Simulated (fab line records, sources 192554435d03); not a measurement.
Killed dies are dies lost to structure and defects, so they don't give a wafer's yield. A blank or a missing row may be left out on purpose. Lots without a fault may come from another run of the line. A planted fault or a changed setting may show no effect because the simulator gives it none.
fab line records | flow n5_finfet
record lots=10 wafers=28 last_day=17
route steps=1938 shown ZERO_LAYER@14 WELL_APT@29 BEOL_M4@1111 PASSIVATION@1936
lots that met no fault: from a run of the same line without faults
start_h: hours from the record's first day to the start of the lot's first wafer shown | wait_h: hours since the lot's step before | " the same as in the row above | L1.1+2: a row that stands for several wafers | - no value, or no start given | * or withheld: withheld | < > ~ a bound
route shown NAME@n: a module of which the file shows steps, and the number in the route of the first | usual: mean/standard deviation of fault-free wafers | same: alike in all rows | chamber/n: place in a boat | sites: the reading at each site | _std_site: their standard deviation | _edge_site: outer sites' mean less inner sites' | radius_mm: how far each site lies from the wafer's centre | mask NAME#n: copy n | behind: the tool/chamber that last shaped the wafer | hold: why the lot was held/for how many hours/how that ended | device: the transistor (n, p or np) that didn't switch | end of line: the same wafers' tests at the end of the route | a step without rows: its recipe alone | killed: dies lost to structure and defects at the first sort, not the wafer's yield | map: a wafer's dies, x killed, . not, _ none there
set.NAME: the setting as run; set.NAME@STEP: as run at that earlier step | model.NAME: the simulator's own value behind a step, which no gauge read
steps of the route over a sample of lots; a table a step, a row a wafer
services: from which hour (start_h, from the record's first day; less than 0 if before it) a tool's chamber was out of use, for how many hours, and why
## steps
# step N5_ZERO_LAYER_DESCUM_16
# recipe chemistry=O2 time_s=7.9 source_power_w=50 bias_power_w=20 pressure_mtorr=20 rf_frequency_hz=2.712e+07 temp_c=40 o2_flow_sccm=225
# usual drypump_motor_current_A=5.6/0.47 oes_product_au=0.75/0.072 rf_vpp_V=242.6/1.3 showerhead_plenum_p_Torr=2.06/0.063 throttle_valve_pct=20.29/0.26
# columns lot.wafer tool chamber start_h wait_h drypump_motor_current_A oes_product_au rf_hours_counter_h rf_vpp_V showerhead_plenum_p_Torr throttle_valve_pct
L221.2 rie_diel-05 0 18.70 0.0 5.5 0.68 247 244.7 2.14 20.13
L221.3 " 1 " " 5.8 0.73 186 241.6 2.00 20.34
L221.4 " 2 " " 5.7 0.70 190 245.5 2.17 20.02
L222.1 rie_diel-04 1 24.87 0.1 5.0 0.76 122 241.8 2.02 20.38
L222.3 " 0 " " 5.1 0.75 161 240.4 2.00 20.20
L222.4 " 2 " " 6.3 0.74 171 242.2 2.09 20.65
L227.2 rie_diel-05 1 54.81 0.0 5.8 0.73 198 241.4 1.99 20.37
L227.3 " 0 " " 5.5 1.00 2 243.3 2.14 19.78
L227.5 " 3 " " 5.0 0.70 - 242.3 2.05 19.97
L228.1 rie_diel-04 0 60.71 0.0 5.1 0.73 173 241.3 1.99 20.24
L228.4 " 2 " " 6.2 0.72 182 243.4 2.09 20.66
L228.6 " 0 " " 5.1 0.72 - 243.5 1.99 20.22
L230.1 rie_diel-04 3 72.82 0.0 6.0 0.80 93 242.4 2.03 20.43
L230.2 " 2 " " 6.3 0.73 185 243.3 2.09 20.66
L230.4 " 0 " " 5.1 0.73 176 242.3 1.99 20.23
L231.2 rie_diel-04 0 78.82 0.0 5.1 0.73 178 241.0 1.99 20.24
L231.5 " 3 " " 6.1 0.80 - 242.1 2.03 20.41
L231.6 " 2 " " 6.3 0.73 - 243.2 2.09 20.68
L237.1 rie_diel-05 2 114.81 0.0 5.7 0.68 219 245.3 2.16 20.06
L237.4 " 3 " " 5.0 0.68 229 242.5 2.04 20.01
L237.5 " 0 " " 5.5 0.94 - 244.5 2.13 19.80
L238.1 rie_diel-04 2 120.72 0.0 6.3 0.71 200 242.2 2.08 20.68
L238.6 " 1 " " 5.0 0.73 - 241.7 2.01 20.42
L241.1 rie_diel-05 3 138.71 0.0 5.0 0.67 237 243.4 2.04 20.02
L241.5 " 3 " " 5.0 0.69 - 242.5 2.04 20.01
L243.1 rie_diel-05 0 150.80 0.0 5.5 0.90 34 244.5 2.13 19.82
L243.3 " 3 " " 5.0 0.68 241 241.3 2.04 20.03
L243.5 " 2 " " 5.7 0.67 - 244.7 2.15 20.07
# step N5_ZERO_LAYER_ETCH_17
# recipe chemistry=CF4 target=SiO2 target_depth_a=120 time_s=13.3 ion_energy_ev=350 pressure_mtorr=40 source_w=450 bias_w=215 Ar_flow_sccm=100 cf4_flow_sccm=100
# usual drypump_motor_current_A=5.6/0.47 oes_product_au=0.75/0.072 rf_vpp_V=947/4 showerhead_plenum_p_Torr=2.11/0.064 throttle_valve_pct=15.55/0.21
# columns lot.wafer tool chamber start_h wait_h drypump_motor_current_A oes_product_au rf_hours_counter_h rf_vpp_V showerhead_plenum_p_Torr throttle_valve_pct
L221.2 rie_diel-05 0 18.73 0.0 5.5 0.68 247 953 2.19 15.51
L221.3 " 1 " " 5.8 0.71 186 942 2.04 15.52
L221.4 " 2 " " 5.7 0.70 190 953 2.22 15.43
L222.1 rie_diel-04 1 24.91 0.0 5.0 0.76 122 944 2.07 15.57
L222.3 " 0 " " 5.1 0.76 161 943 2.05 15.50
L222.4 " 2 " " 6.3 0.76 171 947 2.13 15.86
L227.2 rie_diel-05 1 54.85 0.0 5.8 0.70 198 943 2.04 15.52
L227.3 " 0 " " 5.5 1.00 2 952 2.19 15.03
L227.5 " 3 " " 5.0 0.72 - 947 2.11 15.37
L228.1 rie_diel-04 0 60.74 0.0 5.1 0.75 173 944 2.04 15.51
L228.4 " 2 " " 6.3 0.75 182 948 2.13 15.88
L228.6 " 0 " " 5.1 0.75 - 945 2.05 15.51
L230.1 rie_diel-04 3 72.86 0.0 6.0 0.81 93 944 2.08 15.62
L230.2 " 2 " " 6.3 0.74 185 946 2.13 15.90
L230.4 " 0 " " 5.1 0.74 176 943 2.04 15.53
L231.2 rie_diel-04 0 78.86 0.0 5.1 0.74 178 943 2.04 15.51
L231.5 " 3 " " 6.1 0.81 - 944 2.08 15.61
L231.6 " 2 " " 6.3 0.74 - 947 2.13 15.89
L237.1 rie_diel-05 2 114.84 0.0 5.7 0.68 219 953 2.21 15.48
L237.4 " 3 " " 5.0 0.70 229 946 2.10 15.39
L237.5 " 0 " " 5.5 0.94 - 950 2.18 15.04
L238.1 rie_diel-04 2 120.76 0.0 6.3 0.73 200 948 2.12 15.91
L238.6 " 1 " " 5.0 0.75 - 943 2.06 15.63
L241.1 rie_diel-05 3 138.74 0.0 5.0 0.70 237 947 2.10 15.42
L241.5 " 3 " " 5.0 0.70 - 947 2.10 15.42
L243.1 rie_diel-05 0 150.84 0.0 5.5 0.90 34 952 2.18 15.08
L243.3 " 3 " " 5.0 0.69 241 946 2.10 15.45
L243.5 " 2 " " 5.7 0.67 - 954 2.21 15.50
# step N5_WELL_APT_OVL_MEAS_09
# recipe points_per_wafer=44
# usual NWELL_OVL=0/6.2
# columns lot.wafer tool chamber start_h wait_h NWELL_OVL[nm]
L221.2 overlay-01 0 19.73 0.0 -2
L221.3 " 0 " " 0
L221.4 " 0 " " 3
L222.1 overlay-01 0 25.95 0.0 -3
L222.3 " 0 " " -7
L222.4 " 0 " " 1
L227.2 overlay-02 0 55.74 0.0 -6
L227.3 " 0 " " -8
L227.5 " 0 " " -7
L228.1 overlay-02 0 61.64 0.0 -10
L228.4 " 0 " " -2
L228.6 " 0 " " -2
L230.1 overlay-02 0 73.73 0.0 20
L230.2 " 0 " " 1
L230.4 " 0 " " 7
L231.2 overlay-01 0 79.88 0.0 2
L231.5 " 0 " " 3
L231.6 " 0 " " 4
L237.1 overlay-01 0 115.72 0.0 -8
L237.4 " 0 " " -8
L237.5 " 0 " " -2
L238.1 overlay-02 0 121.63 0.0 2
L238.6 " 0 " " -5
L241.1 overlay-02 0 139.74 0.0 -11
L241.5 " 0 " " -9
L243.1 overlay-01 0 151.71 0.0 7
L243.3 " 0 " " 5
L243.5 " 0 " " 6
# step N5_WELL_APT_IMPLANT_14
# recipe species=P energy_kev=160 dose_cm2=1.5e+13 tilt_deg=0 rotation_deg=0
# usual beam_energy_keV=159.99/0.047 dose_ions_cm2=1.4999e+13/1.6e+10 faraday_current_uA=190/3.9
# columns lot.wafer tool chamber start_h wait_h beam_energy_keV dose_ions_cm2 faraday_current_uA
L221.2 implanter-01 0 19.91 0.1 159.94 1.5006e+13 182
L221.3 " 0 " " 160.01 1.4972e+13 192
L221.4 " 0 " " 159.99 1.4964e+13 191
L222.1 implanter-02 0 26.11 0.1 160.01 1.4971e+13 191
L222.3 " 0 " " 159.98 1.4976e+13 194
L222.4 " 0 " " 159.98 1.4985e+13 188
L227.2 implanter-01 0 55.96 0.1 160.04 1.502e+13 193
L227.3 " 0 " " 159.99 1.5036e+13 192
L227.5 " 0 " " 160.02 1.5008e+13 184
L228.1 implanter-01 0 62.12 0.1 160.03 1.6699e+13 206
L228.4 " 0 " " 159.98 1.6682e+13 217
L228.6 " 0 " " 159.89 1.6697e+13 212
L230.1 implanter-02 0 73.89 0.1 160.00 1.5004e+13 186
L230.2 " 0 " " 160.03 1.5024e+13 195
L230.4 " 0 " " 160.01 1.5023e+13 188
L231.2 implanter-01 0 80.09 0.1 160.06 1.6693e+13 215
L231.5 " 0 " " 160.06 1.6716e+13 206
L231.6 " 0 " " 160.06 1.6716e+13 207
L237.1 implanter-02 0 116.08 0.1 159.98 1.4981e+13 184
L237.4 " 0 " " 159.96 1.4988e+13 196
L237.5 " 0 " " 160.04 1.4991e+13 187
L238.1 implanter-02 0 122.81 0.1 160.02 1.501e+13 196
L238.6 " 0 " " 159.95 1.4989e+13 195
L241.1 implanter-01 0 139.90 0.1 160.09 1.501e+13 197
L241.5 " 0 " " 159.92 1.5027e+13 186
L243.1 implanter-01 0 152.10 0.1 159.98 1.5015e+13 188
L243.3 " 0 " " 160.08 1.4992e+13 195
L243.5 " 0 " " 159.94 1.5025e+13 188
# step N5_BEOL_M4_RC_MEAS_101
# usual DIBL_N=36.1/1.5 DIBL_P=36.1/1.9 IOFF_N=0.159/0.029 IOFF_P=0.21/0.038 ION_N=675/11 ION_P=464/8.1 RS_NWELL=1037/6.6 SS_N=71.5/0.57 SS_P=73.3/0.64 VT_N=249/3.1 VT_P=-250/3.8
# columns lot.wafer tool chamber start_h wait_h DIBL_N[mV/V] DIBL_P[mV/V] IOFF_N[nA/um] IOFF_P[nA/um] ION_N[uA/um] ION_P[uA/um] RS_NWELL[ohm/sq] SS_N[mV/dec] SS_P[mV/dec] VT_N[mV] VT_P[mV]
L221.2 prober-01 0 174.34 0.2 36.9 35.9 0.156 0.20 667 456 1038 71.5 72.8 250 -250
L221.3 " 0 " " 36.2 35.2 0.148 0.19 675 457 1053 71.4 73.0 251 -252
L221.4 " 0 " " 36.3 34.8 0.152 0.18 658 453 1041 71.5 72.6 253 -252
L222.1 prober-02 0 176.70 0.0 33.6 32.4 0.118 0.18 668 461 1047 71.4 72.6 257 -248
L222.3 " 0 " " 35.6 35.8 0.147 0.22 680 471 1037 72.0 73.4 251 -249
L222.4 " 0 " " 36.6 36.9 0.173 0.24 691 471 1044 72.1 73.4 248 -249
L227.2 prober-01 0 201.29 0.2 41.1 40.4 0.279 0.29 694 470 1026 72.1 74.6 245 -248
L227.3 " 0 " " 36.9 36.6 0.175 0.21 679 460 1030 71.8 73.2 249 -252
L227.5 " 0 " " 38.0 37.7 0.186 0.23 684 465 1020 72.0 74.4 247 -251
L228.1 prober-02 0 219.08 0.0 37.8 38.2 0.171 0.24 679 470 981 72.0 74.1 250 -249
L228.4 " 0 " " 37.4 37.0 0.156 0.21 670 456 986 71.8 73.5 254 -249
L228.6 " 0 " " 36.2 36.6 0.140 0.21 657 465 985 71.6 73.0 249 -250
L230.1 prober-01 0 221.25 0.0 38.4 39.8 0.223 0.27 690 473 1036 71.5 73.7 245 -246
L230.2 " 0 " " 35.0 35.6 0.157 0.22 676 471 1044 71.9 73.3 247 -249
L230.4 " 0 " " 34.1 34.0 0.149 0.19 677 467 1037 71.1 72.8 247 -251
L231.2 prober-01 0 226.87 0.2 34.6 32.6 0.141 0.20 673 465 974 71.4 72.2 248 -249
L231.5 " 0 " " 36.3 36.1 0.173 0.26 686 468 980 70.9 73.7 246 -244
L231.6 " 0 " " 37.4 37.4 0.209 0.29 695 477 972 72.2 74.1 245 -241
L237.1 prober-01 0 269.52 0.0 35.6 37.1 0.150 0.19 663 457 1018 71.3 73.5 253 -254
L237.4 " 0 " " 36.9 37.5 0.166 0.19 676 460 1034 72.4 73.6 248 -254
L237.5 " 0 " " 36.6 37.7 0.169 0.20 675 457 1035 72.3 73.7 251 -254
L238.1 prober-01 0 274.06 0.0 35.3 36.4 0.159 0.21 688 463 1043 72.2 73.5 248 -249
L238.6 " 0 " " 37.3 39.1 0.206 0.26 689 468 1041 72.0 74.1 244 -247
L241.1 prober-02 0 300.63 0.0 35.6 36.6 0.159 0.20 674 456 1042 71.3 72.6 247 -252
L241.5 " 0 " " 34.5 34.6 0.131 0.17 664 456 1049 71.1 73.1 252 -255
L243.1 prober-01 0 321.45 0.0 36.2 36.8 0.181 0.23 684 469 1033 71.1 73.3 247 -247
L243.3 " 0 " " 36.6 36.4 0.180 0.23 680 468 1039 70.9 72.5 246 -248
L243.5 " 0 " " 34.8 36.0 0.168 0.23 686 473 1034 71.5 73.6 244 -247
# step N5_PASSIVATION_PROBE_49
# usual defect_limited_yield=91.5/1.6 killed_at_M0_to_M3=33/10 killed_at_M4_up=13/5.6 killed_at_contacts=13/6 killed_at_front_end=39/12 killed_at_other=3.0/2.8 killed_dies=101/19 killed_open=65/13 killed_short=32/8.3 sort_bin_4_leakage=0.00/0.0072 sort_bin_5_function=5.0/1 sort_bin_6_memory=3.1/0.69 sort_n_pass=1079/19 sort_yield_pct=91.5/1.6
# same gross_dies=1180 killed_at_back_side=0 sort_bin_8_speed[%]=0
# columns lot.wafer tool chamber start_h wait_h defect_limited_yield[%] killed_at_M0_to_M3 killed_at_M4_up killed_at_contacts killed_at_front_end killed_at_other killed_dies killed_open killed_short sort_bin_4_leakage[%] sort_bin_5_function[%] sort_bin_6_memory[%] sort_n_pass sort_yield_pct[%]
L222.1 prober-02 - 278.39 0.0 93.2 29 11 6 33 1 80 43 30 0 4.0 2.0 1100 93.2
L222.3 prober-02 - 278.49 0.1 91.7 36 16 8 38 0 98 72 25 0 5.0 3.1 1082 91.7
L222.4 prober-02 - 278.54 0.2 91.8 36 16 6 38 1 97 68 28 0 4.9 3.1 1083 91.8
L231.2 prober-02 - 338.43 0.1 91.3 32 14 5 51 1 103 52 38 0 3.6 3.9 1077 91.3
L237.1 prober-02 - 389.49 0.0 94.8 15 10 14 22 0 61 42 15 0 3.4 1.7 1119 94.8
L237.4 prober-02 - 389.64 0.2 92.9 28 13 8 34 1 84 53 24 0 3.4 3.0 1096 92.9
L237.5 prober-02 - 389.69 0.2 94.1 15 5 19 29 2 70 47 21 0 3.0 2.9 1110 94.1
# killed by level:class
L222.1 BEOL_M0_SAQP:geometric_particle:short=9 BEOL_M1:geometric_particle:open=6 HKMG_FIN:area_etch=6 BEOL_M4:geometric_particle:short=5 DUMMY_GATE:geometric_particle:open=4 ILD0:geometric_particle:short=4 MOL_CONTACT_COAG:geometric_particle:open=4 BEOL_M0_SAQP:geometric_particle:open=4
L222.3 BEOL_M0_SAQP:geometric_particle:open=10 STI_FIN_REVEAL:geometric_particle:open=9 MOL_CONTACT_COAG:geometric_particle:open=7 BEOL_M0_SAQP:geometric_particle:short=7 DUMMY_GATE:geometric_particle:open=6 BEOL_M1:geometric_particle:open=6 BEOL_M3:geometric_particle:open=6 GATE_CUT:geometric_particle:short=5
L222.4 STI_FIN_REVEAL:geometric_particle:open=11 BEOL_M2:geometric_particle:open=9 BEOL_M0_SAQP:geometric_particle:open=7 FIN_SAQP:geometric_particle:open=6 BEOL_M4:geometric_particle:open=6 BEOL_M1:geometric_particle:open=5 MOL_CONTACT_COAG:geometric_particle:open=5 BEOL_M2:geometric_particle:short=5
L231.2 HKMG_FIN:area_etch=11 FIN_SAQP:geometric_particle:short=9 FIN_SAQP:geometric_particle:open=7 BEOL_M0_SAQP:geometric_particle:open=7 BEOL_M0_SAQP:geometric_particle:short=7 BEOL_M1:geometric_particle:open=7 STI_FIN_REVEAL:geometric_particle:open=6 BEOL_M2:geometric_particle:open=6
L237.1 MOL_CONTACT_COAG:geometric_particle:open=13 STI_FIN_REVEAL:geometric_particle:open=7 BEOL_M3:geometric_particle:open=6 STARTING-WAFER:geometric_particle:open=4 GATE_CUT:geometric_particle:open=3 GATE_CUT:geometric_particle:short=2 BEOL_M0_SAQP:geometric_particle:short=2 BEOL_M2:geometric_particle:open=2
L237.4 STI_FIN_REVEAL:geometric_particle:open=10 BEOL_M3:geometric_particle:open=8 HKMG_FIN:area_etch=7 BEOL_M1:geometric_particle:open=6 MOL_CONTACT_COAG:geometric_particle:open=5 BEOL_M8:geometric_particle:open=4 GATE_CUT:geometric_particle:short=3 MOL_CONTACT_COAG:geometric_particle:short=3
L237.5 MOL_CONTACT_COAG:geometric_particle:open=16 BEOL_M3:geometric_particle:open=8 STARTING-WAFER:geometric_particle:short=6 STI_FIN_REVEAL:geometric_particle:open=5 DUMMY_GATE:geometric_particle:open=3 SPACER0:geometric_particle:short=3 MOL_CONTACT_COAG:geometric_particle:short=3 GATE_CUT:geometric_particle:short=2
## services
# columns tool chamber start_h hours kind
rie_diel-05 - -4.37 0.4 repair
rie_diel-05 3 -2.49 3.8 repair
rie_diel-04 1 0.04 2.6 repair
rie_diel-04 3 27.16 7.9 repair
rie_diel-05 0 29.58 - clean
rie_diel-05 0 29.58 - consumable_replace:focus_ring
rie_diel-05 0 29.58 16.3 scheduled_down
rie_diel-05 0 29.58 16.3 vent_cycle
rie_diel-04 1 53.11 2.4 repair
implanter-01 - 125.82 2.6 pm
## key
first_sign step=N5_WELL_APT_IMPLANT_14 reading=dose_ions_cm2 direction=up sigmas=99+ usual=1.4999e+13 struck=1.67e+13
effect step=N5_WELL_APT_IMPLANT_14 reading=faraday_current_uA direction=up sigmas=5.3 usual=190 struck=211
effect step=N5_BEOL_M4_RC_MEAS_101 reading=RS_NWELL direction=down sigmas=8.7 usual=1037 struck=979
met_at N5_WELL_APT_IMPLANT_14
struck_lots L228,L231
baseline_loss step=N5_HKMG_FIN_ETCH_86 wafers=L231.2
not_acting_at N5_ZERO_LAYER_DESCUM_16,N5_ZERO_LAYER_ETCH_17,N5_WELL_APT_OVL_MEAS_09
onset_between 55.96 62.12
fault kind=process_parameter_drift tool=implanter-01 chamber=- onset_h=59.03 steps=N5_WELL_APT_IMPLANT_14 channel=dose_cm2 offset=1.707e+12 shape=step end_h=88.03 acts_in=these_recipes_only stated=1.5e+13
# baseline_loss: these wafers lose ten dies or more at that step, a loss of the line's own and not of a fault; the sort's usual values leave them out
